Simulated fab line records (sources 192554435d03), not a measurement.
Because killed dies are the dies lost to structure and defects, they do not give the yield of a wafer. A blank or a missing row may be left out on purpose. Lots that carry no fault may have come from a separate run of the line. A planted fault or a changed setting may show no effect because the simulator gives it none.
The tool behind it: which one? | flow n5 finfet | 24 wafers from 8 lots sampled at 4 of the route's 1938 steps

WHAT EACH GAUGE READ, for each wafer
N5_MOL_CONTACT_COAG_THK_MEAS_29.
lot  | measured     | on            | MD_CAP_THK (nm)
L631 | day 5 06:16  | film metro-02 | 17.92 17.96 18.10
L632 | day 5 13:34  | film metro-01 | 17.89 17.94 17.91
L633 | day 5 21:38  | film metro-02 | 18.00 17.79 17.87
L636 | day 6 15:51  | film metro-02 | 18.03 17.88 17.81
L638 | day 7 02:40  | film metro-02 | 18.05 13.81 17.91
L644 | day 8 16:14  | film metro-01 | 17.82 18.16 17.98
L651 | day 10 11:25 | film metro-01 | 18.05 18.09 17.83
L652 | day 10 14:19 | film metro-01 | 17.88 17.95 17.92

WHICH TOOL RAN EACH LOT (tool, then ch and the chambers of the sampled wafers, then the start)
lot  | N5_GATE_CUT_SAC_CAP_01           | N5_MOL_CONTACT_COAG_ETCH_105       | N5_MOL_CONTACT_COAG_ETCH_110
L631 | ald sin-03 ch 0,2,3, day 4 15:28 | rie diel-05 ch 2,3, day 4 23:04    | rie diel-05 ch 2,3, day 4 23:18
L632 | ald sin-03 ch 0,1,3, day 4 20:49 | rie diel-03 ch 2,3, day 5 03:53    | rie diel-03 ch 2,3, day 5 04:07
L633 | ald sin-04 ch 1,2,3, day 5 06:02 | rie diel-05 ch 0,1,3, day 5 13:14  | rie diel-05 ch 0,1,3, day 5 13:27
L636 | ald sin-04 ch 1,2,3, day 6 00:19 | rie diel-01 ch 0,1,3, day 6 07:39  | rie diel-01 ch 0,1,3, day 6 07:52
L638 | ald sin-04 ch 0,1,3, day 6 10:44 | rie diel-03 ch 2,3, day 6 18:08    | rie diel-03 ch 2,3, day 6 18:22
L644 | ald sin-03 ch 1,2, day 7 21:25   | rie diel-03 ch 2,3, day 8 04:59    | rie diel-03 ch 2,3, day 8 05:13
L651 | ald sin-01 ch 0,3, day 9 18:10   | rie diel-05 ch 0,1, day 10 01:47   | rie diel-05 ch 0,1, day 10 02:01
L652 | ald sin-03 ch 1,2,3, day 9 21:29 | rie diel-01 ch 1,2,3, day 10 05:32 | rie diel-01 ch 1,2,3, day 10 05:45
- N5_GATE_CUT_SAC_CAP_01: material SiNx, target thk 24 nm, pulse time 1 s, ald cycles 480.
- N5_MOL_CONTACT_COAG_ETCH_105: etches SiARC in CF4, target depth 15.6 nm, time 26 s.
- N5_MOL_CONTACT_COAG_ETCH_110: etches Si in CF4/O2, target depth 2.5 nm, time 8 s.

THE ANSWER, worked out from the rows above alone
Rule: the usual values come from the lots themselves. The widest of any qualifying gaps counts: lots, ordered by their means at a reading, are off when they make up no more than a third of the lots, leave a main group of 4 or more, and stand apart from it by 3 or more times the standard deviation of that group's means. A main group is skipped when, at the precision printed for the reading in the tables above, its means are all equal. Also off: a lot with no number at a reading for which 4 or more lots have one. All remaining lots with rows at the step are treated as sound.
Off: L638, at N5_MOL_CONTACT_COAG_THK_MEAS_29 (MD_CAP_THK). Main group: mean 17.94 nm, sd 0.043.
If a tool, at a process step before that reading, ran all the lots that are off and no sound lot after the first of them, it fits. The gauges at N5_MOL_CONTACT_COAG_THK_MEAS_29 are tried like those tools. Undecided on this evidence; 2 tools fit (ald sin-04 at N5_GATE_CUT_SAC_CAP_01, film metro-02 at N5_MOL_CONTACT_COAG_THK_MEAS_29).

WHAT HAD BEEN PUT IN BY THE SIMULATOR
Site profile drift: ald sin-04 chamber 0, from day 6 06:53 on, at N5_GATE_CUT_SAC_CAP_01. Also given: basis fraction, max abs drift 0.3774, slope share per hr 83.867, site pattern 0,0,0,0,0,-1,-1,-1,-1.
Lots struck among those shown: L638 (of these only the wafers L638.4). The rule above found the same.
